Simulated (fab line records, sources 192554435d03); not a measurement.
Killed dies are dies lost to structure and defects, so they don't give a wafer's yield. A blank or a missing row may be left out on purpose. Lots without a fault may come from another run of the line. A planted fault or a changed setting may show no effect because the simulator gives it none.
A struck lot beside a sound one | flow n5_finfet | 25 steps out of a route of 1938
Sound: wafers L664.3, L664.5, L664.6. Struck: wafer L675.3. (L675.5 of the same lot was not struck and is left out.) The cause comes at the end.
At each step with rows: each side's tool, then ch and its chambers, then its first start. Under that, the readings that differ: sound wafers | struck wafers | difference of the means | sigmas: that difference in standard deviations of wafers without a fault.
alike: readings whose means differ by less than 2 such deviations, and words and numbers that are the same on both sides. not compared: withheld readings, readings that some wafer has no value for, bounds like >300 that may hide the same value, and numbers for which the record gives no deviation and whose values overlap.
The two part at a step that has a row with sigmas, a row that says differs or no value, or rows on one side only. Numbers that don't overlap but have no deviation are shown without sigmas and don't part them. A reading that every wafer of one side lacks parts them only if that side has two wafers or more.

first, 1 step without rows for these wafers: N5_BEOL_M12_HARDBAKE_32 (time 120 s).
N5_BEOL_M12_CD_MEAS_28: target cd 160.2 nm.
  sound on cd_sem-01 ch 0, day 12 15:10; struck on cd_sem-01 ch 0, day 15 17:44
  alike: cd_nm
N5_BEOL_M12_OVL_MEAS_29:
  sound on overlay-02 ch 0, day 12 15:11; struck on overlay-01 ch 0, day 15 17:46
  alike: M12_OVL
N5_BEOL_M12_INSPECT_30: inspects for defects (macro).
  sound on defect_inspect-01, day 12 15:13; struck on defect_inspect-01, day 15 17:47
  alike: raw_defect_count
then, 1 step without rows for these wafers: N5_BEOL_M12_DESCUM_33 (chemistry O2, time 7.9 s).
N5_BEOL_M12_ETCH_67: etches SiARC in CF4, target depth 143 nm, time 238.3 s.
  sound on rie_diel-06 ch 1,3, day 12 15:17; struck on rie_diel-02 ch 1, day 15 18:57
  reading            | sound             | struck | difference | sigmas
  rf_fwd_power_W (W) | 540.4 540.4 541.6 | 544.5  | +3.7       | +2
  alike: cf4_flow_sccm, drypump_motor_current_A, etch_rf_on_time_s, oes_product_au, rf_vpp_V, showerhead_plenum_p_Torr, throttle_valve_pct
  not compared: rf_hours_counter_h
then, 2 steps without rows for these wafers: N5_BEOL_M12_ETCH_68 (etches SOC in N2/H2, time 285 s); N5_BEOL_M12_STRIP_69 (strips in N2/H2).
N5_BEOL_M12_TRENCH_ETCH_34: etches SiOC in C4F8/O2/Ar, target depth 318.95 nm, time 125.5 s.
  sound on rie_diel-06 ch 1,3, day 12 15:37; struck on rie_diel-02 ch 1, day 15 19:16
  alike: drypump_motor_current_A, oes_product_au, rf_fwd_power_W, rf_vpp_V, showerhead_plenum_p_Torr, throttle_valve_pct
  not compared: rf_hours_counter_h
then, 1 step without rows for these wafers: N5_BEOL_M12_STRIP_70 (strips in C4F8/O2/Ar).
N5_BEOL_M12_OCD_MEAS_35:
  sound on ocd-01, day 12 15:46; struck on ocd-01, day 15 19:26
  alike: trench_depth_nm
then, 1 step without rows for these wafers: N5_BEOL_M12_STRIP_37 (strips in N2/H2).
N5_BEOL_M12_ETCH_38: etches SiCN in CF4/N2, target depth 68.7 nm, time 73.4 s.
  sound on rie_diel-06 ch 0,1, day 12 17:19; struck on rie_diel-06 ch 2, day 15 20:04
  reading                                       | sound             | struck | difference | sigmas
  drypump_motor_current_A (A)                   | 6.4 6.4 5.8       | 4.9    | -1.3       | -3
  oes_product_au (a.u.)                         | 0.71 0.71 0.75    | 0.94   | +0.22      | +3
  model.etch.depth_nm (nm)                      | 57.45 57.27 55.37 | 40.72  | -15.98     |
  model.SiOC_of_BEOL_M12_ILD_DEP_00.thk_nm (nm) | 614 619.8 620     | 634.8  | +16.9      |
  alike: cf4_flow_sccm, rf_vpp_V, showerhead_plenum_p_Torr, throttle_valve_pct
  not compared: rf_fwd_power_W, rf_hours_counter_h
then, 2 steps without rows for these wafers: N5_BEOL_M12_PRECLEAN_39 (cleans in residue remover, time 60 s); N5_BEOL_M12_SRD_40 (time 30 s, dry time 30 s).
N5_BEOL_M12_DEGAS_41: time 60 s.
  sound on pvd_sputter-01, day 12 17:43; struck on pvd_sputter-02, day 15 20:34
  alike: heater_power_w
N5_BEOL_M12_PRE_CLEAN_42: time 30 s.
  sound on pvd_sputter-01, day 12 17:45; struck on pvd_sputter-02, day 15 20:37
  alike: heater_power_w
then, 1 step without rows for these wafers: N5_BEOL_M12_SPUTTER_43 (material TaN, target thk 15 nm, time 24.19 s).
N5_BEOL_M12_SPUTTER_44: material Ta, target thk 10 nm, time 16.13 s.
  sound on pvd_sputter-01, day 12 17:52; struck on pvd_sputter-02, day 15 20:44
  alike: bias_v, throttle_valve_pct
then, 3 steps without rows for these wafers: N5_BEOL_M12_SPUTTER_45 (material Cu, target thk 80 nm, time 13.33 s); N5_BEOL_M12_ECD_47 (material Cu, target thk 720 nm); N5_BEOL_M12_ANNEAL_48 (time 90 s).
N5_BEOL_M12_CMP_49: polishes, stops on SiOC, t overpolish 20.6 s, target thk 320 nm.
  sound on cmp-02 ch 1,2, day 12 19:16; struck on cmp-04 ch 2, day 15 21:25
  reading                                       | sound          | struck | difference | sigmas
  barrier_field_endpoint_s (s)                  | 28.9 29.2 29.2 | 31.3   | +2.2       | +2
  model.SiOC_of_BEOL_M12_ILD_DEP_00.thk_nm (nm) | 604 609.8 610  | 624.8  | +16.9      |
  alike: motor_current_A, overpolish_run_s
N5_BEOL_M12_THK_MEAS_50: measures by xrf.
  sound on film_metro-02, day 12 19:34; struck on film_metro-02, day 15 21:40
  alike: M12_THK
N5_PASSIVATION_PROBE_49:
  sound on prober-01, day 14 10:44; struck on prober-01, day 17 12:07
  alike: defect_limited_yield, killed_at_M0_to_M3, killed_at_M4_up, killed_at_contacts, killed_at_front_end, killed_at_other, killed_dies, killed_open, killed_short, sort_bin_4_leakage, sort_bin_5_function, sort_bin_6_memory, sort_n_pass, sort_yield_pct

WHERE THEY PART
First at N5_BEOL_M12_ETCH_67; last, within this record, at N5_BEOL_M12_CMP_49. Later steps at which nothing parts them and some readings are alike: N5_BEOL_M12_THK_MEAS_50, N5_PASSIVATION_PROBE_49.

WHY: what the simulator had put in
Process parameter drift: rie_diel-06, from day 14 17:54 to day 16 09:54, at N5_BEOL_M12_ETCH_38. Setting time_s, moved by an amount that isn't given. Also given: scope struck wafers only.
